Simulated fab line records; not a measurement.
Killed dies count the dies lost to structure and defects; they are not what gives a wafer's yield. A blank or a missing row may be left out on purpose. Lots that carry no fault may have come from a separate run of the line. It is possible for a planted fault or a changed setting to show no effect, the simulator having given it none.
Split-lot study -- flow n5-finfet -- 7 lots, 39 wafers read, on a route of 1938 steps

SPLIT DETAILS
At N5_BEOL_M6_ETCH_62 (etches SOC in N2/H2, target depth 110 nm, overetch 22 nm, time 165 s), the setting time-s was moved away from the recipe's 165 s on 9 of the 39 wafers read, by -34.9% to +53.1%. This setting was run at the recipe's value on the other wafers.

The reading comes from the split's own step.

THE READING
SiARC_of_BEOL_M6_COAT_60.thk-nm (the simulator's own value, which no gauge read), in nm, at N5_BEOL_M6_ETCH_62 (etches SOC in N2/H2, target depth 110 nm, overetch 22 nm, time 165 s). The file does not state a usual value for it. Here, 30 wafers ran the recipe; their average is 28.5 nm with a standard deviation of 0.25 nm.

wafer,"tool, chamber at the split","time-s as run, s",against the recipe,"SiARC_of_BEOL_M6_COAT_60.thk-nm, nm",against lot-mates on the recipe
L074.1,"rie-diel-06, 1,0",165,recipe,28.4,-
L074.6,"rie-diel-06, 1,0",165,recipe,28.4,-
L074.2,"rie-diel-06, 3",252.6,+53.1%,25.4,-3.1
L074.5,"rie-diel-06, 3",252.6,+53.1%,25.4,-3.1
L074.3,"rie-diel-06, 2",165,recipe,28.8,-
L074.4,"rie-diel-06, 0",252.6,+53.1%,25,-3.5
L079.2,"rie-diel-06, 0",165,recipe,28.6,-
L079.5,"rie-diel-06, 0",165,recipe,28.6,-
L079.3,"rie-diel-06, 3",165,recipe,28.8,-
L083.1,"rie-diel-06, 0",129.4,-21.6%,29.8,+1.2
L083.2,"rie-diel-06, 3,2",129.4,-21.6%,30,+1.4
L083.5,"rie-diel-06, 3,2",129.4,-21.6%,30,+1.4
L083.3,"rie-diel-06, 2",165,recipe,28.8,-
L083.4,"rie-diel-06, 0",165,recipe,28.4,-
L083.6,"rie-diel-06, 3",165,recipe,28.6,-
L084.1,"rie-diel-06, 2",107.4,-34.9%,31,+2.8
L084.6,"rie-diel-06, 2",107.4,-34.9%,31,+2.8
L084.2,"rie-diel-06, 0",107.4,-34.9%,30.8,+2.6
L084.3,"rie-diel-06, 1",165,recipe,27.8,-
L084.4,"rie-diel-06, 3",165,recipe,28.6,-
L084.5,"rie-diel-06, 1",165,recipe,28.2,-
L085.1,"rie-diel-01, 1",165,recipe,28.4,-
L085.6,"rie-diel-01, 1",165,recipe,28.4,-
L085.2,"rie-diel-01, 2",165,recipe,28.2,-
L085.5,"rie-diel-01, 2",165,recipe,28.2,-
L085.3,"rie-diel-01, 0",165,recipe,28.6,-
L085.4,"rie-diel-01, 0",165,recipe,28.6,-
L093.1,"rie-diel-06, 2",165,recipe,28.8,-
L093.2,"rie-diel-06, 1",165,recipe,28,-
L093.5,"rie-diel-06, 1",165,recipe,28,-
L093.3,"rie-diel-06, 0",165,recipe,28.4,-
L093.6,"rie-diel-06, 0",165,recipe,28.4,-
L093.4,"rie-diel-06, 3",165,recipe,28.6,-
L095.1,"rie-diel-03, 3,1,2,1,0",165,recipe,28.6,-
L095.2,"rie-diel-03, 3,1,2,1,0",165,recipe,28.6,-
L095.3,"rie-diel-03, 3,1,2,1,0",165,recipe,28.6,-
L095.5,"rie-diel-03, 3,1,2,1,0",165,recipe,28.6,-
L095.6,"rie-diel-03, 3,1,2,1,0",165,recipe,28.6,-
L095.4,"rie-diel-03, 0",165,recipe,28.8,-
When a row names more than one chamber, that row covers several wafers, and the file does not tell which wafer ran in which chamber.

THE FIT
A straight line over all 39 wafers: SiARC_of_BEOL_M6_COAT_60.thk-nm changes by -0.0638 nm for each +1% of time-s; r = -0.98; the points scatter about the line by 0.25 nm.
The same after taking each lot's own level away (the mean of its wafers on the recipe; 39 wafers): -0.0661 nm for each +1%; r = -0.98; scatter 0.24 nm.
The reading moves by 3.5 nm for the largest change in time-s, on that fit.
The span of the lots' own levels, 28.20 to 28.67 nm, comes to 1.9 times the standard deviation stated above.
The two slopes are in agreement: the lot-to-lot level therefore moves the slope only a little.
Check: for one of the wafers moved furthest among these (+53.1%), held out of the fit, the line's prediction against its lot-mates is -3.57 nm. Against them it came out at -3.13 nm.

ADDITIONAL SPLITS CARRIED BY THESE WAFERS
These wafers also went through other splits before the reading. Each is held against what the fit with the lots' levels taken away leaves over:
other split on the same wafers,wafers away from the commonest value,r with SiARC_of_BEOL_M6_COAT_60.thk-nm (lot level and that fit taken away)
N5_FIN_SAQP_HM_DEP_03 time-s,6,-0.21
N5_SPACER0_ALD_08 target-thk-a,18,+0.17

THE FILE'S OWN FIT
SiARC_of_BEOL_M6_COAT_60.thk-nm changes by -0.0661 nm for each +1% of time-s, r = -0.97.
